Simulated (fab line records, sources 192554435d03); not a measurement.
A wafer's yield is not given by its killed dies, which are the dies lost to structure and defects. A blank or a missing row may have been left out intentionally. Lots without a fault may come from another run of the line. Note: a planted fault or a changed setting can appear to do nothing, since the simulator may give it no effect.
fab line records	flow n5_finfet
[record] lots = 24	wafers = 72	last_day = 18
route steps=1938 shown BEOL_M11@1597 BEOL_M12@1602
lots that met no fault: from a run of the same line without faults
start_h: start of the lot's first displayed wafer, in hours after the record's first day	wait_h: hours from the lot's prior step to this one	" same as the row above	L1.1+2: a single row standing in for several wafers	- either no value or no given start	* or withheld: withheld	< > ~ a bound
route shown NAME@n: NAME is a module with steps in the file, n the number in the route of the first one	usual: the fault-free wafers' mean and standard deviation	same: alike in all rows	chamber/n: place in a boat	sites: per-site readings	_std_site: the values' standard deviation	_edge_site: outer sites' mean less inner sites'	radius_mm: for every site, how far away it sits from the centre of the wafer	mask NAME#n: copy n	behind: tool/chamber where the wafer was last shaped	hold: the reason the lot was held/the length of the hold in hours/how it ended	device: the transistor (n, p or np) that didn't switch	end of line: the route-end tests of the same wafers	for a step that has no rows: nothing shown but its recipe	killed: the dies lost at the first sort to structure and to defects; this is not the yield of the wafer	map: dies across one wafer; x = killed, . = not, _ = none there
set.NAME: setting as actually run; set.NAME@STEP: the setting as run at that earlier step	model.NAME: the simulator's own value behind a step, which no gauge read
steps of the route over a sample of lots; a table a step, a row a wafer
services: from which hour (start_h, from the record's first day; less than 0 if before it) a tool's chamber was out of use, for how many hours, and why
[[steps]]
[step N5_BEOL_M11_THK_MEAS_53]
[recipe] thk_meas_gauge = xrf	reads = Cu_of_BEOL_M11_ECD_50
[usual] M11_THK = 139/4.2
lot.wafer	tool	chamber	start_h	wait_h	M11_THK[nm]
L076.2	film_metro-02	-	237.80	-	140
L076.3	"	-	"	"	140
L076.4	"	-	"	"	131
L075.3	film_metro-01	-	240.08	-	137
L075.4	"	-	"	"	133
L075.5	"	-	"	"	137
L074.4	film_metro-02	-	241.24	-	140
L074.5	"	-	"	"	142
L074.6	"	-	"	"	140
L077.3	film_metro-01	-	248.07	-	133
L077.4	"	-	"	"	134
L077.5	"	-	"	"	136
L078.1	film_metro-01	-	258.67	-	140
L078.2	"	-	"	"	139
L078.4	"	-	"	"	145
L080.1	film_metro-02	-	260.22	-	148
L080.2	"	-	"	"	136
L080.5	"	-	"	"	135
L079.1	film_metro-01	-	264.66	-	136
L079.3	"	-	"	"	137
L079.4	"	-	"	"	140
L081.2	film_metro-01	-	275.26	-	141
L081.3	"	-	"	"	144
L081.6	"	-	"	"	137
L083.3	film_metro-01	-	292.63	-	139
L083.5	"	-	"	"	136
L083.6	"	-	"	"	140
L084.3	film_metro-02	-	293.81	-	137
L084.4	"	-	"	"	139
L084.6	"	-	"	"	138
L082.1	film_metro-01	-	294.07	-	142
L082.4	"	-	"	"	140
L082.5	"	-	"	"	129
L085.1	film_metro-01	-	301.75	-	139
L085.3	"	-	"	"	135
L085.5	"	-	"	"	139
L086.1	film_metro-02	-	321.07	-	138
L086.2	"	-	"	"	137
L086.6	"	-	"	"	143
L087.1	film_metro-01	-	327.29	-	140
L087.5	"	-	"	"	140
L087.6	"	-	"	"	142
L089.3	film_metro-02	-	345.97	-	141
L089.5	"	-	"	"	138
L089.6	"	-	"	"	141
L088.1	film_metro-01	-	346.61	-	138
L088.2	"	-	"	"	137
L088.5	"	-	"	"	141
L093.1	film_metro-01	-	354.07	-	141
L093.2	"	-	"	"	133
L093.6	"	-	"	"	134
L090.1	film_metro-02	-	354.91	-	144
L090.4	"	-	"	"	142
L090.5	"	-	"	"	142
L091.2	film_metro-01	-	355.62	-	131
L091.3	"	-	"	"	133
L091.5	"	-	"	"	134
L092.1	film_metro-02	-	356.27	-	139
L092.4	"	-	"	"	140
L092.6	"	-	"	"	139
L094.3	film_metro-02	-	366.85	-	131
L094.4	"	-	"	"	144
L094.6	"	-	"	"	144
L095.1	film_metro-02	-	369.66	-	140
L095.5	"	-	"	"	146
L095.6	"	-	"	"	150
L097.3	film_metro-01	-	385.22	-	136
L097.4	"	-	"	"	140
L097.6	"	-	"	"	138
L096.1	film_metro-02	-	386.42	-	138
L096.2	"	-	"	"	134
L096.4	"	-	"	"	142
[step N5_BEOL_M11_INSPECT_58]
[recipe] inspect_instrument = darkfield	mode = post_dep
[usual] raw_defect_count = 73/26
lot.wafer	tool	chamber	start_h	wait_h	raw_defect_count
L076.2	defect_inspect-02	-	237.95	0.0	56
L076.3	"	-	"	"	54
L076.4	"	-	"	"	79
L075.3	defect_inspect-01	-	240.23	0.0	91
L075.4	"	-	"	"	61
L075.5	"	-	"	"	104
L074.4	defect_inspect-02	-	241.39	0.0	107
L074.5	"	-	"	"	77
L074.6	"	-	"	"	83
L077.3	defect_inspect-01	-	248.22	0.0	31
L077.4	"	-	"	"	33
L077.5	"	-	"	"	39
L078.1	defect_inspect-01	-	258.82	0.0	80
L078.2	"	-	"	"	29
L078.4	"	-	"	"	46
L080.1	defect_inspect-02	-	260.37	0.0	73
L080.2	"	-	"	"	59
L080.5	"	-	"	"	67
L079.1	defect_inspect-01	-	264.81	0.0	73
L079.3	"	-	"	"	29
L079.4	"	-	"	"	99
L081.2	defect_inspect-01	-	275.41	0.0	89
L081.3	"	-	"	"	135
L081.6	"	-	"	"	137
L083.3	defect_inspect-01	-	292.79	0.0	86
L083.5	"	-	"	"	65
L083.6	"	-	"	"	99
L084.3	defect_inspect-01	-	293.98	0.0	21
L084.4	"	-	"	"	59
L084.6	"	-	"	"	64
L082.1	defect_inspect-02	-	294.23	0.0	71
L082.4	"	-	"	"	93
L082.5	"	-	"	"	55
L085.1	defect_inspect-01	-	301.90	0.0	38
L085.3	"	-	"	"	44
L085.5	"	-	"	"	49
L086.1	defect_inspect-02	-	321.22	0.0	75
L086.2	"	-	"	"	73
L086.6	"	-	"	"	55
L087.1	defect_inspect-01	-	327.46	0.0	68
L087.5	"	-	"	"	72
L087.6	"	-	"	"	83
L089.3	defect_inspect-02	-	346.12	0.0	60
L089.5	"	-	"	"	69
L089.6	"	-	"	"	73
L088.1	defect_inspect-01	-	346.79	0.0	119
L088.2	"	-	"	"	134
L088.5	"	-	"	"	96
L093.1	defect_inspect-02	-	354.22	0.0	67
L093.2	"	-	"	"	49
L093.6	"	-	"	"	57
L090.1	defect_inspect-02	-	355.09	0.0	86
L090.4	"	-	"	"	99
L090.5	"	-	"	"	76
L091.2	defect_inspect-01	-	355.80	0.0	59
L091.3	"	-	"	"	86
L091.5	"	-	"	"	61
L092.1	defect_inspect-02	-	356.42	0.0	91
L092.4	"	-	"	"	76
L092.6	"	-	"	"	64
L094.3	defect_inspect-02	-	367.00	0.0	76
L094.4	"	-	"	"	88
L094.6	"	-	"	"	46
L095.1	defect_inspect-01	-	369.81	0.0	68
L095.5	"	-	"	"	60
L095.6	"	-	"	"	40
L097.3	defect_inspect-01	-	385.37	0.0	67
L097.4	"	-	"	"	46
L097.6	"	-	"	"	76
L096.1	defect_inspect-01	-	386.57	0.0	74
L096.2	"	-	"	"	77
L096.4	"	-	"	"	80
[step N5_BEOL_M12_ILD_DEP_00]
[recipe] material = SiOC	target_thk_a = 6589.2	temp_c = 350	precursor = DEMS/O2	pressure_torr = 5	rf_w = 500	time_s = 130.7
[usual] heater_power_w = 482/53	showerhead_plenum_p_Torr = 5.688/0.013	throttle_valve_pct = 11.9/0.62
[same] time_s = 130.7
lot.wafer	tool	chamber	start_h	wait_h	heater_power_w	showerhead_plenum_p_Torr	throttle_valve_pct
L076.2	pecvd-03	0	237.99	0.0	494	5.702	12.0
L076.3	"	1	"	"	538	5.708	12.0
L076.4	"	0	"	"	399	5.678	11.8
L075.3	pecvd-01	0	240.27	0.0	458	5.660	12.7
L075.4	"	2	"	"	438	5.694	12.3
L075.5	"	1	"	"	386	5.688	12.7
L074.4	pecvd-03	0	241.49	0.1	471	5.683	11.9
L074.5	"	1	"	"	443	5.716	11.9
L074.6	"	2	"	"	505	5.680	11.0
L077.3	pecvd-01	1	248.26	0.0	456	5.694	12.8
L077.4	"	0	"	"	459	5.670	12.8
L077.5	"	2	"	"	378	5.699	12.1
L078.1	pecvd-03	0	258.85	0.0	451	5.699	11.8
L078.2	"	1	"	"	533	5.706	12.3
L078.4	"	0	"	"	469	5.698	11.8
L080.1	pecvd-01	2	260.41	0.0	398	5.700	12.4
L080.2	"	0	"	"	493	5.671	12.8
L080.5	"	0	"	"	500	5.688	12.9
L079.1	pecvd-04	2	264.85	0.0	425	5.670	10.9
L079.3	"	1	"	"	448	5.692	11.3
L079.4	"	1	"	"	479	5.691	11.5
L081.2	pecvd-04	1	275.45	0.0	465	5.681	11.6
L081.3	"	2	"	"	517	5.672	11.1
L081.6	"	2	"	"	426	5.691	10.9
L083.3	pecvd-04	0	292.82	0.0	639	5.705	11.2
L083.5	"	0	"	"	517	5.696	11.5
L083.6	"	2	"	"	497	5.671	11.3
L084.3	pecvd-03	2	294.02	0.0	482	5.661	11.2
L084.4	"	0	"	"	450	5.682	11.8
L084.6	"	1	"	"	466	5.711	12.2
L082.1	pecvd-04	0	294.26	0.0	572	5.697	11.6
L082.4	"	2	"	"	461	5.696	10.9
L082.5	"	0	"	"	599	5.700	11.0
L085.1	pecvd-01	0	301.94	0.0	531	5.682	12.4
L085.3	"	2	"	"	454	5.696	12.3
L085.5	"	2	"	"	466	5.701	12.2
L086.1	pecvd-03	1	321.26	0.0	537	5.694	12.5
L086.2	"	2	"	"	498	5.665	11.3
L086.6	"	1	"	"	553	5.708	12.3
L087.1	pecvd-03	0	327.50	0.0	452	5.686	12.1
L087.5	"	0	"	"	467	5.700	11.9
L087.6	"	2	"	"	510	5.682	11.5
L089.3	pecvd-03	0	346.16	0.0	464	5.696	12.1
L089.5	"	2	"	"	488	5.680	11.0
L089.6	"	1	"	"	536	5.712	12.3
L088.1	pecvd-04	1	346.83	0.0	448	5.696	11.6
L088.2	"	0	"	"	542	5.690	11.2
L088.5	"	1	"	"	465	5.677	11.6
L093.1	pecvd-03	1	354.26	0.0	491	5.702	12.1
L093.2	"	2	"	"	406	5.692	11.3
L093.6	"	0	"	"	480	5.700	12.1
L090.1	pecvd-04	0	355.13	0.0	575	5.691	11.3
L090.4	"	0	"	"	631	5.698	11.4
L090.5	"	2	"	"	464	5.673	11.2
L091.2	pecvd-01	0	355.83	0.0	532	5.679	12.7
L091.3	"	1	"	"	434	5.686	12.9
L091.5	"	0	"	"	458	5.679	12.8
L092.1	pecvd-01	1	356.46	0.0	439	5.685	12.8
L092.4	"	0	"	"	425	5.670	12.9
L092.6	"	0	"	"	471	5.685	12.6
L094.3	pecvd-03	1	367.04	0.0	474	5.700	12.2
L094.4	"	1	"	"	514	5.704	12.0
L094.6	"	2	"	"	406	5.674	11.4
L095.1	pecvd-01	1	369.85	0.0	470	5.685	12.6
L095.5	"	2	"	"	443	5.696	12.2
L095.6	"	1	"	"	476	5.698	12.8
L097.3	pecvd-03	1	385.40	0.0	556	5.703	11.9
L097.4	"	1	"	"	567	5.700	12.2
L097.6	"	0	"	"	387	5.699	12.2
L096.1	pecvd-01	2	386.60	0.0	466	5.684	12.4
L096.2	"	0	"	"	511	5.677	12.7
L096.4	"	0	"	"	537	5.686	12.6
[step N5_BEOL_M12_THK_MEAS_01]
[recipe] reads = SiOC_of_BEOL_M12_ILD_DEP_00
[usual] M12_ILD_THK = 656/11
lot.wafer	tool	chamber	start_h	wait_h	M12_ILD_THK[nm]
L076.2	film_metro-02	-	238.12	0.1	652
L076.3	"	-	"	"	655
L076.4	"	-	"	"	657
L075.3	film_metro-01	-	240.40	0.1	644
L075.4	"	-	"	"	659
L075.5	"	-	"	"	642
L074.4	film_metro-01	-	241.57	0.0	658
L074.5	"	-	"	"	666
L074.6	"	-	"	"	669
L077.3	film_metro-01	-	248.39	0.1	645
L077.4	"	-	"	"	651
L077.5	"	-	"	"	673
L078.1	film_metro-01	-	258.99	0.1	644
L078.2	"	-	"	"	660
L078.4	"	-	"	"	652
L080.1	film_metro-01	-	260.54	0.1	644
L080.2	"	-	"	"	632
L080.5	"	-	"	"	643
L079.1	film_metro-02	-	264.98	0.1	653
L079.3	"	-	"	"	657
L079.4	"	-	"	"	666
L081.2	film_metro-02	-	275.58	0.1	645
L081.3	"	-	"	"	641
L081.6	"	-	"	"	650
L083.3	film_metro-02	-	292.95	0.1	653
L083.5	"	-	"	"	666
L083.6	"	-	"	"	660
L084.3	film_metro-01	-	294.15	0.1	671
L084.4	"	-	"	"	670
L084.6	"	-	"	"	682
L082.1	film_metro-01	-	294.39	0.1	661
L082.4	"	-	"	"	657
L082.5	"	-	"	"	665
L085.1	film_metro-02	-	302.07	0.1	648
L085.3	"	-	"	"	654
L085.5	"	-	"	"	670
L086.1	film_metro-02	-	321.39	0.1	655
L086.2	"	-	"	"	663
L086.6	"	-	"	"	663
L087.1	film_metro-01	-	327.63	0.1	649
L087.5	"	-	"	"	658
L087.6	"	-	"	"	672
L089.3	film_metro-02	-	346.29	0.1	639
L089.5	"	-	"	"	671
L089.6	"	-	"	"	655
L088.1	film_metro-02	-	346.96	0.1	669
L088.2	"	-	"	"	671
L088.5	"	-	"	"	678
L093.1	film_metro-02	-	354.39	0.1	651
L093.2	"	-	"	"	661
L093.6	"	-	"	"	662
L090.1	film_metro-01	-	355.26	0.1	661
L090.4	"	-	"	"	674
L090.5	"	-	"	"	662
L091.2	film_metro-01	-	356.01	0.1	636
L091.3	"	-	"	"	645
L091.5	"	-	"	"	651
L092.1	film_metro-01	-	356.64	0.1	633
L092.4	"	-	"	"	649
L092.6	"	-	"	"	655
L094.3	film_metro-02	-	367.17	0.1	651
L094.4	"	-	"	"	665
L094.6	"	-	"	"	673
L095.1	film_metro-02	-	369.98	0.1	631
L095.5	"	-	"	"	653
L095.6	"	-	"	"	647
L097.3	film_metro-01	-	385.53	0.1	664
L097.4	"	-	"	"	672
L097.6	"	-	"	"	674
L096.1	film_metro-02	-	386.79	0.1	647
L096.2	"	-	"	"	638
L096.4	"	-	"	"	652
[step N5_BEOL_M12_OVL_MEAS_11]
[recipe] points_per_wafer = 44
[usual] V11_OVL = -2/5.2
lot.wafer	tool	chamber	start_h	wait_h	V11_OVL[nm]
L076.2	overlay-02	0	238.45	0.0	-5
L076.3	"	0	"	"	1
L076.4	"	0	"	"	-2
L075.3	overlay-01	0	240.86	0.0	-6
L075.4	"	0	"	"	-3
L075.5	"	0	"	"	-8
L074.4	overlay-01	0	242.03	0.0	-9
L074.5	"	0	"	"	-6
L074.6	"	0	"	"	-5
L077.3	overlay-02	0	248.85	0.0	-6
L077.4	"	0	"	"	-3
L077.5	"	0	"	"	-5
L078.1	overlay-01	0	259.32	0.0	-11
L078.2	"	0	"	"	-6
L078.4	"	0	"	"	-4
L080.1	overlay-02	0	260.88	0.0	3
L080.2	"	0	"	"	5
L080.5	"	0	"	"	4
L079.1	overlay-02	0	265.31	0.0	3
L079.3	"	0	"	"	6
L079.4	"	0	"	"	6
L081.2	overlay-02	0	275.92	0.0	3
L081.3	"	0	"	"	-4
L081.6	"	0	"	"	-2
L083.3	overlay-02	0	293.29	0.0	11
L083.5	"	0	"	"	1
L083.6	"	0	"	"	-2
L084.3	overlay-01	0	294.49	0.0	-8
L084.4	"	0	"	"	-13
L084.6	"	0	"	"	-3
L082.1	overlay-01	0	294.73	0.0	-4
L082.4	"	0	"	"	-4
L082.5	"	0	"	"	-5
L085.1	overlay-01	0	302.40	0.0	4
L085.3	"	0	"	"	3
L085.5	"	0	"	"	-1
L086.1	overlay-01	0	321.85	0.0	-7
L086.2	"	0	"	"	-5
L086.6	"	0	"	"	-5
L087.1	overlay-01	0	327.97	0.0	1
L087.5	"	0	"	"	-1
L087.6	"	0	"	"	5
L089.3	overlay-01	0	346.62	0.0	-14
L089.5	"	0	"	"	-10
L089.6	"	0	"	"	-14
L088.1	overlay-01	0	347.29	0.0	-10
L088.2	"	0	"	"	-5
L088.5	"	0	"	"	-1
L093.1	overlay-01	0	354.85	0.0	4
L093.2	"	0	"	"	9
L093.6	"	0	"	"	-1
L090.1	overlay-02	0	355.72	0.0	-5
L090.4	"	0	"	"	-5
L090.5	"	0	"	"	-7
L091.2	overlay-01	0	356.35	0.0	1
L091.3	"	0	"	"	1
L091.5	"	0	"	"	-1
L092.1	overlay-02	0	357.10	0.0	-5
L092.4	"	0	"	"	1
L092.6	"	0	"	"	-3
L094.3	overlay-02	0	367.51	0.0	-2
L094.4	"	0	"	"	-1
L094.6	"	0	"	"	-7
L095.1	overlay-01	0	370.32	0.0	0
L095.5	"	0	"	"	-2
L095.6	"	0	"	"	-3
L097.3	overlay-01	0	385.99	0.0	-3
L097.4	"	0	"	"	-3
L097.6	"	0	"	"	-3
L096.1	overlay-02	0	387.12	0.0	-5
L096.2	"	0	"	"	-4
L096.4	"	0	"	"	2
[step N5_BEOL_M12_ETCH_68]
[recipe] chemistry = N2/H2	target = SOC	mask_material = SiARC	source_w = 3000	bias_w = 350	temp_c = 40	time_s = 285	ion_energy_ev = 200	pressure_mtorr = 30	n2_flow_sccm = 200	h2_flow_sccm = 200
[usual] drypump_motor_current_A = 5.5/0.47	h2_flow_sccm = 199.9/0.62	oes_product_au = 0.77/0.094	rf_vpp_V = 524.1/2.7	showerhead_plenum_p_Torr = 2.54/0.09	throttle_valve_pct = 17.63/0.29
[same] time_s = 285
lot.wafer	tool	chamber	start_h	wait_h	drypump_motor_current_A	h2_flow_sccm	oes_product_au	rf_hours_counter_h	rf_vpp_V	showerhead_plenum_p_Torr	throttle_valve_pct
L076.2	rie_diel-03	1	239.90	0.1	5.4	200.2	0.83	47	522.1	2.46	17.16
L076.3	"	2	"	"	4.7	199.1	0.95	13	522.4	2.50	17.47
L076.4	"	3	"	"	6.5	200.3	0.73	152	521.5	2.44	18.12
L075.3	rie_diel-03	1	242.20	0.1	5.4	198.9	0.83	48	523.1	2.46	17.15
L075.4	"	2	"	"	4.7	199.0	0.95	14	522.6	2.50	17.48
L075.5	"	2	"	"	4.7	199.1	0.94	-	521.2	2.50	17.45
L074.4	rie_diel-01	1	243.61	0.1	5.9	198.8	0.69	205	526.7	2.61	17.89
L074.5	"	3	"	"	5.7	199.4	0.86	-	522.8	2.48	17.33
L074.6	"	2	"	"	5.6	199.8	0.88	-	528.5	2.70	17.25
L077.3	rie_diel-03	3	250.00	0.1	6.4	200.8	0.72	156	521.1	2.44	18.12
L077.4	"	2	"	"	4.7	199.7	0.93	17	523.7	2.50	17.47
L077.5	"	2	"	"	4.7	199.9	0.93	-	521.9	2.50	17.45
L078.1	rie_diel-05	0	260.67	0.1	5.2	199.9	0.69	209	523.6	2.51	17.46
L078.2	"	1	"	"	5.4	200.1	0.70	215	521.9	2.49	17.77
L078.4	"	2	"	"	6.2	200.0	0.69	221	520.1	2.42	18.16
L080.1	rie_diel-05	0	262.21	0.1	5.2	199.3	0.69	210	524.1	2.51	17.47
L080.2	"	2	"	"	6.2	199.4	0.69	222	520.9	2.42	18.18
L080.5	"	3	"	"	4.8	199.2	0.69	-	526.6	2.63	17.84
L079.1	rie_diel-01	2	266.46	0.1	5.6	201.3	0.85	45	527.6	2.69	17.29
L079.3	"	1	"	"	5.9	200.3	0.68	214	525.8	2.61	17.88
L079.4	"	0	"	"	6.0	200.6	0.67	243	525.7	2.61	17.93
L081.2	rie_diel-05	0	277.47	0.1	5.2	199.5	0.69	214	521.6	2.50	17.48
L081.3	"	1	"	"	5.4	199.7	0.70	220	524.1	2.49	17.79
L081.6	"	0	"	"	5.2	199.4	0.68	-	523.7	2.50	17.46
L083.3	rie_diel-01	3	294.56	0.1	5.7	198.3	0.84	47	520.1	2.47	17.36
L083.5	"	2	"	"	5.6	198.6	0.86	-	528.7	2.69	17.29
L083.6	"	1	"	"	5.9	199.1	0.67	-	525.9	2.61	17.92
L084.3	rie_diel-01	3	295.76	0.1	5.7	199.1	0.83	48	522.5	2.47	17.38
L084.4	"	2	"	"	5.5	199.1	0.86	-	527.2	2.69	17.30
L084.6	"	3	"	"	5.7	199.9	0.83	-	521.5	2.47	17.37
L082.1	rie_diel-03	2	295.94	0.1	4.8	199.6	0.89	31	521.7	2.49	17.47
L082.4	"	0	"	"	5.2	200.3	0.83	52	527.7	2.68	17.51
L082.5	"	0	"	"	5.2	200.1	0.83	-	530.2	2.68	17.52
L085.1	rie_diel-05	3	303.73	0.1	4.8	200.1	0.68	232	525.1	2.62	17.86
L085.3	"	0	"	"	5.2	200.0	0.68	222	522.8	2.50	17.48
L085.5	"	0	"	"	5.3	199.8	0.69	-	524.3	2.50	17.49
L086.1	rie_diel-01	1	323.00	0.1	5.9	200.1	0.66	233	526.0	2.60	17.93
L086.2	"	0	"	"	6.0	199.2	0.96	6	524.6	2.61	17.56
L086.6	"	3	"	"	5.7	199.3	0.82	-	521.8	2.47	17.38
L087.1	rie_diel-05	0	329.36	0.1	5.2	201.3	0.68	231	523.1	2.50	17.49
L087.5	"	0	"	"	5.2	199.6	0.68	-	522.8	2.50	17.51
L087.6	"	1	"	"	5.4	199.3	0.68	-	524.8	2.48	17.82
L089.3	rie_diel-01	0	347.90	0.1	6.0	200.3	0.93	17	526.1	2.60	17.60
L089.5	"	0	"	"	6.0	200.7	0.93	-	524.7	2.60	17.59
L089.6	"	3	"	"	5.8	200.7	0.81	-	521.1	2.47	17.40
L088.1	rie_diel-01	3	348.56	0.1	5.7	199.8	0.81	70	520.0	2.46	17.42
L088.2	"	2	"	"	5.5	200.3	0.83	74	527.9	2.68	17.34
L088.5	"	3	"	"	5.8	200.6	0.81	-	522.1	2.46	17.42
L093.1	rie_diel-01	2	356.28	0.1	5.6	200.4	0.83	77	527.8	2.68	17.34
L093.2	"	0	"	"	6.0	199.8	0.93	20	524.0	2.60	17.60
L093.6	"	0	"	"	6.0	200.0	0.92	-	524.6	2.60	17.60
L090.1	rie_diel-05	0	356.99	0.1	5.2	200.2	0.67	243	523.0	2.49	17.53
L090.4	"	3	"	"	4.8	200.3	0.66	-	526.0	2.62	17.91
L090.5	"	1	"	"	5.4	199.6	0.67	-	524.5	2.48	17.83
L091.2	rie_diel-05	3	357.83	0.1	4.8	199.9	0.67	253	524.8	2.62	17.90
L091.3	"	1	"	"	5.4	200.2	0.67	247	521.4	2.48	17.84
L091.5	"	0	"	"	5.2	200.8	0.67	-	522.3	2.49	17.51
L092.1	rie_diel-01	1	358.96	0.1	5.9	199.8	0.66	238	526.6	2.60	17.93
L092.4	"	0	"	"	6.0	198.9	0.92	22	524.7	2.60	17.60
L092.6	"	1	"	"	5.9	200.6	0.67	-	525.3	2.60	17.93
L094.3	rie_diel-01	2	368.75	0.1	5.6	200.0	0.83	81	528.5	2.68	17.33
L094.4	"	3	"	"	5.7	199.1	0.81	78	522.9	2.46	17.41
L094.6	"	2	"	"	5.6	200.0	0.82	-	527.8	2.68	17.35
L095.1	rie_diel-05	0	371.59	0.1	5.2	200.2	0.67	250	522.0	2.49	17.54
L095.5	"	0	"	"	5.2	200.4	0.66	-	522.9	2.49	17.52
L095.6	"	1	"	"	5.4	199.9	0.68	-	521.9	2.48	17.85
L097.3	rie_diel-03	3	387.27	0.1	6.5	200.4	0.69	205	521.3	2.42	18.19
L097.4	"	2	"	"	4.7	199.5	0.86	57	521.6	2.48	17.52
L097.6	"	1	"	"	5.4	199.8	0.78	-	522.6	2.44	17.26
L096.1	rie_diel-03	3	388.38	0.1	6.5	199.6	0.70	206	519.9	2.42	18.20
L096.2	"	1	"	"	5.4	200.9	0.78	100	521.4	2.44	17.25
L096.4	"	0	"	"	5.2	201.3	0.79	86	528.7	2.66	17.58
[[services]]
tool	chamber	start_h	hours	kind
rie_diel-05	3	226.98	4.9	repair
rie_diel-01	2	234.02	5.6	repair
pecvd-03	1	235.50	1.9	repair
rie_diel-05	2	241.81	11.7	repair
rie_diel-05	1	284.48	2.8	repair
rie_diel-01	0	288.98	-	clean
rie_diel-01	0	288.98	-	consumable_replace:focus_ring
rie_diel-01	0	288.98	18.9	scheduled_down
rie_diel-01	0	288.98	18.9	vent_cycle
pecvd-04	0	294.62	3.5	repair
pecvd-01	1	304.55	2.1	scheduled_down
pecvd-01	0	313.97	2.1	scheduled_down
rie_diel-01	1	330.90	18.3	repair
rie_diel-05	1	334.52	2.8	repair
pecvd-01	2	349.37	16.5	scheduled_down
pecvd-01	-	349.86	2.9	repair
rie_diel-05	2	353.01	-	clean
rie_diel-05	2	353.01	-	consumable_replace:focus_ring
rie_diel-05	2	353.01	-	consumable_replace:showerhead
rie_diel-05	2	353.01	18.7	scheduled_down
rie_diel-05	2	353.01	18.7	vent_cycle
rie_diel-03	2	357.16	20.5	repair
rie_diel-05	3	371.89	-	clean
pecvd-01	-	381.35	2.6	repair
[[key]]
fault none
